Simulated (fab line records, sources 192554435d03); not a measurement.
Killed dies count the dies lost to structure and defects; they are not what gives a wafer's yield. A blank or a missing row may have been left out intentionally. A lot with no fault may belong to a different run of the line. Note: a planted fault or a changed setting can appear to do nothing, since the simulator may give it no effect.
Comparing a struck lot with a sound one	flow n5_finfet	33 out of 1938 route steps
Sound: these wafers, L338.1, L338.3, L338.4. Struck: wafers L324.2, L324.3, L324.5. The cause comes at the end.
For every step that has rows: the tool of each side, followed by ch and its chambers, followed by its first start. Under that, the readings that differ: sound wafers	struck wafers	difference of the means	sigmas: that difference in standard deviations of wafers without a fault.
alike: a reading whose means differ by less than 2 such deviations, as well as words and numbers matching on both sides. not compared: withheld readings; readings where some wafer has no value; bounds like >300 that might hide an equal value; numbers whose values overlap and for which the record gives no deviation.
A row with sigmas, a row that says differs or no value, or rows on one side alone: a step with any of these is where the two part. Numbers that don't overlap but have no deviation are shown without sigmas and don't part them. A reading missing from all wafers of one side parts the sides only when that side holds two or more wafers.

first, 2 steps without rows for these wafers: N5_BEOL_M7_ECD_50 (material Cu, target thk 300 nm); N5_BEOL_M7_ANNEAL_51 (time 90 s).
N5_BEOL_M7_CMP_52: polishes, stops on SiCOH lowk, t overpolish 6.9 s, target thk 80 nm.
  sound on cmp-02 ch 1,2,3, day 14 18:04; struck on cmp-04 ch 1,2,3, day 11 16:41
  alike: barrier_field_endpoint_s, motor_current_A, overpolish_run_s, time_to_endpoint_s
N5_BEOL_M7_THK_MEAS_53: measures by xrf.
  sound on film_metro-01, day 14 18:21; struck on film_metro-01, day 11 16:58
  alike: M7_THK
then, 1 step without rows for these wafers: N5_BEOL_M7_PRE_CLEAN_55 (time 15 s).
N5_BEOL_M7_DEP_56: deposits SiCN from 3MS/NH3, target thk 10 nm, time 17.5 s.
  sound on pecvd-01 ch 1,2, day 14 18:25; struck on pecvd-04 ch 0,1,2, day 11 17:02
  alike: chamber_pressure_Torr, rf_fwd_power_W, showerhead_plenum_p_Torr, showerhead_vpp_V, throttle_valve_pct
N5_BEOL_M7_RS_MEAS_57: measures by four-point-probe.
  sound on film_metro-02, day 14 18:29; struck on film_metro-02, day 11 17:06
  alike: M7_RS
N5_BEOL_M7_INSPECT_58: inspects for defects (darkfield).
  sound on defect_inspect-01, day 14 18:31; struck on defect_inspect-02, day 11 17:08
  alike: raw_defect_count
then, 2 steps without rows for these wafers: N5_BEOL_M8_ILD_DEP_00 (deposits SiCOH lowk from DEMS/porogen, target thk 179.75 nm, time 33.4 s); N5_BEOL_M8_CURE_74 (cures SiCOH lowk, time 240 s).
N5_BEOL_M8_THK_MEAS_01:
  sound on film_metro-01, day 14 19:08; struck on film_metro-01, day 11 17:46
  alike: M8_ILD_THK
N5_BEOL_M8_PECVD_70: deposits SiO2 from TEOS/O2, target thk 20 nm, time 22.7 s.
  sound on pecvd-02 ch 1,2, day 14 19:10; struck on pecvd-02 ch 0,1, day 11 17:48
  alike: heater_power_w, showerhead_plenum_p_Torr, showerhead_vpp_V, throttle_valve_pct
N5_BEOL_M8_HM_DEP_02: deposits TiN, target thk 20 nm.
  sound on pvd_sputter-01, day 14 20:20; struck on pvd_sputter-03, day 11 18:34
  no value came back on the struck wafers for chamber_pressure_pa (Pa), substrate_temp_c (C), throttle_valve_pct (%); on the sound wafers chamber_pressure_pa (Pa) reads 0.4994 0.4992 0.5013
then, 8 steps without rows for these wafers: N5_BEOL_M8_COAT_59 (time 60 s, resist thk 100 nm); N5_BEOL_M8_COAT_60 (time 60 s, resist thk 35 nm); N5_BEOL_M8_COAT_05 (resist thk 90 nm); N5_BEOL_M8_EBR_07; N5_BEOL_M8_SOFTBAKE_06 (time 60 s); N5_BEOL_M8_EXPOSE_08 (exposes mask M8); N5_BEOL_M8_PEB_09 (peb time 60 s); N5_BEOL_M8_DEVELOP_10 (develop time 30 s).
N5_BEOL_M8_CD_MEAS_11: the cd target is 38.5 nm.
  sound on cd_sem-03 ch 0, day 14 20:43; struck on cd_sem-01 ch 0, day 11 19:04
  alike: cd_nm
N5_BEOL_M8_OVL_MEAS_12:
  sound on overlay-01 ch 0, day 14 20:44; struck on overlay-01 ch 0, day 11 19:06
  alike: M8_OVL
N5_BEOL_M8_INSPECT_13: inspects for defects (brightfield).
  sound on defect_inspect-02, day 14 20:46; struck on defect_inspect-02, day 11 19:08
  alike: raw_defect_count
N5_BEOL_M8_DESCUM_16: chemistry O2, time 7.9 s.
  sound on rie_diel-01 ch 0,1,3, day 14 20:57; struck on rie_diel-01 ch 1,2, day 11 19:19
  alike: drypump_motor_current_A, o2_flow_sccm, oes_product_au, rf_vpp_V, showerhead_plenum_p_Torr, throttle_valve_pct
  not compared: rf_hours_counter_h
then, 4 steps without rows for these wafers: N5_BEOL_M8_ETCH_61 (etches SiARC in CF4, target depth 45.5 nm, time 75.8 s); N5_BEOL_M8_ETCH_62 (etches SOC in N2/H2, target depth 110 nm, overetch 22 nm, time 165 s); N5_BEOL_M8_STRIP_68 (strips in N2/H2); N5_BEOL_M8_STRIP_67 (strips in CF4).
N5_BEOL_M8_HM_OPEN_17: chemistry Cl2/BCl3, target TiN, target depth 20 nm, overetch 6 nm.
  sound on rie_metal-01 ch 0,1, day 14 21:14; struck on rie_metal-03 ch 0,1, day 11 19:35
reading	sound	struck	difference	sigmas
drypump_motor_current_A (A)	6.6 5.8 6.6	5.2 5.7 5.2	-1.0	-2
oes_product_au (a.u.)	0.66 0.61 0.66	0.32 0.26 0.32	-0.34	-6
throttle_valve_pct (%)	22.09 21.96 22.12	22.69 22.70 22.71	+0.64	+6
model.etch.depth_nm (nm)	20 19.95 19.99	0 0 0	-20	
  alike: bias_w, mfc_cl2_sccm
  not compared: rf_hours_counter_h
N5_BEOL_M8_STRIP_19: strips in O2.
  sound on rie_diel-03 ch 0,3, day 14 21:20; struck on rie_diel-03 ch 2,3, day 11 19:53
  alike: drypump_motor_current_A, o2_flow_sccm, oes_product_au, rf_vpp_V, showerhead_plenum_p_Torr, throttle_valve_pct
  not compared: rf_hours_counter_h
N5_BEOL_M8_CD_MEAS_18: pitch 80 nm, target cd 40 nm.
  sound on cd_sem-03, day 14 21:25; struck on cd_sem-01, day 11 19:58
reading	sound	struck	difference	sigmas
cd_nm (nm)	40.5 40.2 40.5	- - -	no value on the struck wafers	
then, 1 step without rows for these wafers: N5_BEOL_M8_COAT_63 (time 60 s, resist thk 60 nm).

## WHERE THEY PART
Earliest at N5_BEOL_M8_HM_DEP_02; latest, in this record, at N5_BEOL_M8_CD_MEAS_18.

WHY: whatever the simulator had introduced
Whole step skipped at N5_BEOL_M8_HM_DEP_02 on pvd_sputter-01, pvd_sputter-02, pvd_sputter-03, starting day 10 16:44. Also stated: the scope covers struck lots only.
